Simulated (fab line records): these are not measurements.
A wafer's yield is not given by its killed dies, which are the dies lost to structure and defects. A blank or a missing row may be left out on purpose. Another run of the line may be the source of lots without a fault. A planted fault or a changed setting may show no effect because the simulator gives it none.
Split-lot trial    flow n5 finfet    7 lots, 21 wafers read, on a route of 1938 steps

== SPLIT DETAILS ==
At N5_BEOL_M11_TRENCH_ETCH_37 (etches SiCOH lowk in C4F6/O2, target depth 148.83 nm, time 48 s), the setting time s was moved away from the recipe's 48 s on 6 of the 21 wafers read, by -21.4% to +21.5%. This setting was run at the recipe's value on the other wafers.

== FROM THE SPLIT TO THE READING: what the file shows between them, 12 steps ==
- N5_BEOL_M11_ETCH_41: etches SiCN in CH3F/O2, target depth 42.6 nm, time 86 s
- N5_BEOL_M11_STRIP_77: strips in N2/H2, time 10 s
- N5_BEOL_M11_OCD_MEAS_38
- N5_BEOL_M11_HM_STRIP_39: strips TiN in peroxide tin strip, target depth 25 nm, time 158 s
- N5_BEOL_M11_SRD_40: time 30 s
- N5_BEOL_M11_PRECLEAN_42: cleans in residue remover, time 60 s
- N5_BEOL_M11_ECD_50: material Cu, target thk 318 nm
- N5_BEOL_M11_ANNEAL_51: time 90 s
- N5_BEOL_M11_CMP_52: polishes, stops on SiCOH lowk, t overpolish 7 s, target thk 140 nm
- N5_BEOL_M11_THK_MEAS_53: measures by xrf
- N5_BEOL_M11_PRE_CLEAN_55: time 15 s
- N5_BEOL_M11_DEP_56: deposits SiCN from 3MS/NH3, target thk 30 nm, time 10.5 s

== THE READING ==
M11_RS in ohm/sq, measured at N5_BEOL_M11_RS_MEAS_57 by four-point-probe. A value of 0.153 ohm/sq with a standard deviation of 0.0048 ohm/sq is what fault-free wafers of this fab line usually give.

wafer   tool, chamber at the split  time s as run, s  against the recipe  M11_RS, ohm/sq  against lot-mates on the recipe
L075.1  rie diel-04, 0              37.74             -21.4%              0.206           +0.058
L075.2  rie diel-04, 1              37.74             -21.4%              0.208           +0.060
L075.6  rie diel-04, 2              48                recipe              0.148           -
L077.2  rie diel-03, 0              48                recipe              0.159           -
L077.5  rie diel-03, 2              48                recipe              0.152           -
L077.6  rie diel-03, 1              48                recipe              0.159           -
L081.1  rie diel-03, 3              48                recipe              0.145           -
L081.3  rie diel-03, 1              48                recipe              0.155           -
L081.6  rie diel-03, 0              58.3              +21.5%              0.123           -0.027
L083.3  rie diel-06, 1              48                recipe              0.148           -
L083.4  rie diel-06, 1              48                recipe              0.150           -
L083.5  rie diel-06, 0              53.48             +11.4%              0.140           -0.009
L084.1  rie diel-04, 3              40.95             -14.7%              0.184           +0.033
L084.5  rie diel-04, 2              40.95             -14.7%              0.169           +0.018
L084.6  rie diel-04, 1              48                recipe              0.151           -
L096.1  rie diel-06, 3              48                recipe              0.148           -
L096.4  rie diel-06, 1              48                recipe              0.149           -
L096.6  rie diel-06, 2              48                recipe              0.145           -
L095.1  rie diel-06, 0              48                recipe              0.160           -
L095.2  rie diel-06, 1              48                recipe              0.150           -
L095.3  rie diel-06, 3              48                recipe              0.151           -

THE FIT
A straight line over all 21 wafers: M11_RS changes by -0.00195 ohm/sq for each +1% of time s; r = -0.93; the points scatter about the line by 0.0075 ohm/sq.
The same after taking each lot's own level away (the mean of its wafers on the recipe; 21 wafers): -0.00199 ohm/sq for each +1%; r = -0.93; scatter 0.0077 ohm/sq.
That fit puts the effect of the largest move of time s on the reading at 0.043 ohm/sq.
The span of the lots' own levels, 0.1473 to 0.1567 ohm/sq, comes to 1.9 times the standard deviation stated above.
Consequently the slope shifts little with the lot-to-lot level, the two slopes agreeing.
Check: -0.0468 ohm/sq against its lot-mates is what the line predicts for one of the wafers moved furthest among these (+21.5%) when that wafer is left out of the fit. Against them it came out at -0.027 ohm/sq.

== THE WHOLE CHAIN: every reading that the file lists as answering this split, in the file's order ==
step                        what it does                                                        reading                                                                        change (the file's fit)               r (the file's)
N5_BEOL_M11_TRENCH_ETCH_37  etches SiCOH lowk in C4F6/O2, target depth 148.83 nm, time 48 s     BEOL_M11.feature depth nm (the simulator's own value, which no gauge read)     +1.39 nm for each +1% of the setting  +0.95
N5_BEOL_M11_TRENCH_ETCH_37  etches SiCOH lowk in C4F6/O2, target depth 148.83 nm, time 48 s     etch.depth nm (the simulator's own value, which no gauge read)                 +1.39 nm for each +1% of the setting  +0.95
N5_BEOL_M11_OCD_MEAS_38                                                                         trench depth nm                                                                +1.39 nm for each +1% of the setting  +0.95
N5_BEOL_M11_CMP_52          polishes, stops on SiCOH lowk, t overpolish 7 s, target thk 140 nm  Cu_of_BEOL_M11_ECD_50.thk nm (the simulator's own value, which no gauge read)  +1.39 nm for each +1% of the setting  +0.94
N5_BEOL_M11_THK_MEAS_53     measures by xrf                                                     M11_THK                                                                        +1.36 for each +1% of the setting     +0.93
N5_BEOL_M11_RS_MEAS_57      measures by four-point-probe                                        M11_RS                                                                         -0.00183 for each +1% of the setting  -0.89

== FILE'S OWN FIT ==
M11_RS changes by -0.00183 ohm/sq for each +1% of time s, r = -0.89.
